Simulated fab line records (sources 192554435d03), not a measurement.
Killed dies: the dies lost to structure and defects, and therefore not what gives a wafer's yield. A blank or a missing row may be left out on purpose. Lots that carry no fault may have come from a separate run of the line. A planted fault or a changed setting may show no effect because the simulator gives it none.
A single fault, viewed from 2 desks | flow n5-finfet | every desk sees just its own numbers, and what lay behind them comes last

## THE METROLOGY DESK
What the gauges read for every lot (on any tool): the sampled wafers with a number, averaged. A lot is out of limits, marked OUT, if its mean lies more than 4 standard deviations from the usual mean; the brackets give that distance. Shown here are 7 of its 10 readings, the ones lying furthest out on some lot.
Columns: A = DIBL_N at N5_BEOL_M4_RC_MEAS_101, usual 37.3 mV/V; B = DIBL_P at N5_BEOL_M4_RC_MEAS_101, usual 37.4 mV/V; C = IOFF_N at N5_BEOL_M4_RC_MEAS_101, usual 0.18 nA/um; D = ION_N at N5_BEOL_M4_RC_MEAS_101, usual 679 uA/um; E = SS_N at N5_BEOL_M4_RC_MEAS_101, usual 71.8 mV/dec; F = VT_N at N5_BEOL_M4_RC_MEAS_101, usual 248 mV; G = VT_P at N5_BEOL_M4_RC_MEAS_101, usual -248 mV
lot  | first seen here | A    | B    | C    | D   | E    | F   | G
L484 | day 8 21:56     | 34.5 | 34.1 | 0.14 | 666 | 71.0 | 251 | -248
L487 | day 9 03:22     | 39.0 | 40.3 | 0.21 | 691 | 72.1 | 246 | -249
L490 | day 10 00:28    | 38.6 | 37.3 | 0.19 | 684 | 71.7 | 246 | -245
L492 | day 10 20:21    | 37.2 | 39.4 | 0.21 | 688 | 72.5 | 246 | -246
L500 | day 12 10:14    | 37.9 | 37.9 | 0.18 | 679 | 71.9 | 247 | -251
L501 | day 12 10:40    | 39.2 | 37.6 | 0.19 | 673 | 72.3 | 250 | -249
L502 | day 13 04:02    | 37.8 | 38.2 | 0.18 | 672 | 71.8 | 249 | -245
L503 | day 13 07:53    | 38.7 | 39.5 | 0.20 | 673 | 72.6 | 247 | -250
L504 | day 13 12:40    | 37.3 | 37.8 | 0.17 | 668 | 72.2 | 252 | -250
Result from this desk: across the 9 lots, nothing is out of limits.

## TOOL OWNER'S DESK, rie-diel-06
The tool's own readings at N5_BEOL_M4_ETCH_74 (etches underlayer in N2/H2, target depth 6.5 nm, time 5.2 s): means of the sampled wafers that have a number, for each lot that ran on this tool. A lot is out of limits, marked OUT, if its mean lies more than 4 standard deviations from the usual mean; the brackets give that distance.
Columns: A = chamber-pressure-mTorr at N5_BEOL_M4_ETCH_74, usual 29.99 mTorr; B = drypump-motor-current-A at N5_BEOL_M4_ETCH_74, usual 5.7 A; C = etch-rf-on-time-s at N5_BEOL_M4_ETCH_74, usual 5.23 s; D = oes-product-au at N5_BEOL_M4_ETCH_74, usual 0.67 a.u.; E = rf-vpp-V at N5_BEOL_M4_ETCH_74, usual 522.5 V; F = showerhead-plenum-p-Torr at N5_BEOL_M4_ETCH_74, usual 2.50 Torr; G = throttle-valve-pct at N5_BEOL_M4_ETCH_74, usual 18.0 %
lot  | first seen here | A     | B   | C               | D    | E     | F    | G
L487 | day 8 17:38     | 29.96 | 6.0 | 5.22            | 0.75 | 522.5 | 2.48 | 17.9
L490 | day 9 14:44     | 30.02 | 5.5 | 4.32 (-5.7) OUT | 0.80 | 520.1 | 2.52 | 18.1
L492 | day 10 09:44    | 30.09 | 5.6 | 4.14 (-6.8) OUT | 0.91 | 520.8 | 2.48 | 17.8
L502 | day 12 17:14    | 29.97 | 6.1 | 5.13            | 0.74 | 523.7 | 2.48 | 18.0
L503 | day 12 20:20    | 29.97 | 5.7 | 5.46            | 0.64 | 522.3 | 2.52 | 18.3
L504 | day 13 05:49    | 30.00 | 5.6 | 5.26            | 0.68 | 522.3 | 2.50 | 18.0
This desk's finding: out of limits on L490, L492; first on L490, day 9 14:44 (etch-rf-on-time-s at N5_BEOL_M4_ETCH_74). In limits: L487, L502, L503, L504.

## BROUGHT TOGETHER
At day 9 14:44, on L490, L492, the tool owner's desk was in a position to raise an alarm.
Metrology desk: nothing out of limits seen.
The metrology desk holds a record of L490, L492, inside its limits.
All the named lots went through N5_BEOL_M4_ETCH_74 on rie-diel-06.

## WHAT THE SIMULATOR HAD INSERTED
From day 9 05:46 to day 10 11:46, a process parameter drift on rie-diel-06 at N5_BEOL_M4_ETCH_74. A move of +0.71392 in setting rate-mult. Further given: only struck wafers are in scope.
Shown lots that were struck: L490, L492.
Hours from the fault's start to each desk's first reading out of limits: the tool owner's desk, 9.
